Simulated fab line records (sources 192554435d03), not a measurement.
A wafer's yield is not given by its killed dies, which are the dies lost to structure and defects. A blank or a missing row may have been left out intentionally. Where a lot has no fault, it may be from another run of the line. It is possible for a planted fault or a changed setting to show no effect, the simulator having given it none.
Split-lot experiment    flow n5-finfet    21 wafers read from 7 lots, route of 1938 steps

== ABOUT THE SPLIT ==
At N5_BEOL_M15_TRENCH_ETCH_34 (etches SiO2 in C4F8/O2/Ar, target depth 872.93 nm, time 199 s), the setting bias-w was moved away from the recipe's 2040 W on 7 of the 21 wafers read, by -17.2% to -7.0%. The other wafers ran this setting at the recipe's value.

Reading taken at the split's own step.

== THE READING ==
rf-vpp-V, in V, at N5_BEOL_M15_TRENCH_ETCH_34 (etches SiO2 in C4F8/O2/Ar, target depth 872.93 nm, time 199 s). On this fab line, fault-free wafers typically give 2220 V with a standard deviation of 25 V.

wafer   tool, chamber at the split  bias-w as run, W  against the recipe  rf-vpp-V, V  against lot-mates on the recipe
L075.1  rie-diel-03, 2              2040              recipe              2217         -
L075.2  rie-diel-03, 1              2040              recipe              2226         -
L075.3  rie-diel-03, 3              2040              recipe              2254         -
L076.3  rie-diel-06, 1              2040              recipe              2204         -
L076.4  rie-diel-06, 2              2040              recipe              2257         -
L076.6  rie-diel-06, 3              2040              recipe              2199         -
L081.1  rie-diel-03, 0              1726              -15.4%              2005         -219
L081.2  rie-diel-03, 2              1726              -15.4%              1970         -254
L081.3  rie-diel-03, 1              2040              recipe              2224         -
L083.1  rie-diel-06, 2              2040              recipe              2256         -
L083.2  rie-diel-06, 0              1857              -9.0%               2050         -206
L083.3  rie-diel-06, 3              1857              -9.0%               2059         -197
L086.3  rie-diel-06, 1              2040              recipe              2203         -
L086.4  rie-diel-06, 3              2040              recipe              2198         -
L086.6  rie-diel-06, 0              2040              recipe              2191         -
L089.1  rie-diel-06, 0              2040              recipe              2190         -
L089.3  rie-diel-06, 1              1689              -17.2%              1928         -262
L089.4  rie-diel-06, 3              1689              -17.2%              1922         -268
L090.4  rie-diel-06, 0              2040              recipe              2191         -
L090.5  rie-diel-06, 3              1898              -7.0%               2090         -108
L090.6  rie-diel-06, 1              2040              recipe              2205         -

FIT RESULTS
A straight line over all 21 wafers: rf-vpp-V changes by +16.2 V for each +1% of bias-w; r = +0.98; the points scatter about the line by 23 V.
The same after taking each lot's own level away (the mean of its wafers on the recipe; 21 wafers): +16.1 V for each +1%; r = +0.98; scatter 24 V.
According to that fit, moving bias-w by its largest amount changes the reading by 2.8e+02 V.
Across the lots, their own levels run from 2190.0 to 2256.0 V, a range of 2.6 times the standard deviation given above.
The two slopes are in agreement: the lot-to-lot level therefore moves the slope only a little.
Check: -285 V against its lot-mates is what the line predicts for one of the wafers moved furthest among these (-17.2%) when that wafer is left out of the fit. Against them it came out at -262 V.
Tool readings at the split's step, against how far the setting was moved: rf-vpp-V r = +0.98.

== ADDITIONAL SPLITS CARRIED BY THESE WAFERS ==
Note: prior to the reading, these wafers also went through further splits. Each is held against what the fit with the lots' levels taken away leaves over:
other split on the same wafers     wafers away from the commonest value  r with rf-vpp-V (lot level and that fit taken away)
N5_BEOL_M13_COAT_66 spin-rpm       7                                     +0.63
N5_BEOL_M14_PEB_26 peb-temp-c      9                                     -0.03
N5_BEOL_M14_TRENCH_ETCH_34 bias-w  8                                     +0.19
N5_BEOL_M15_EXPOSE_25 dose-mj      8                                     -0.43

== THE FILE'S OWN FIT ==
rf-vpp-V changes by +16.3 V for each +1% of bias-w, r = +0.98.
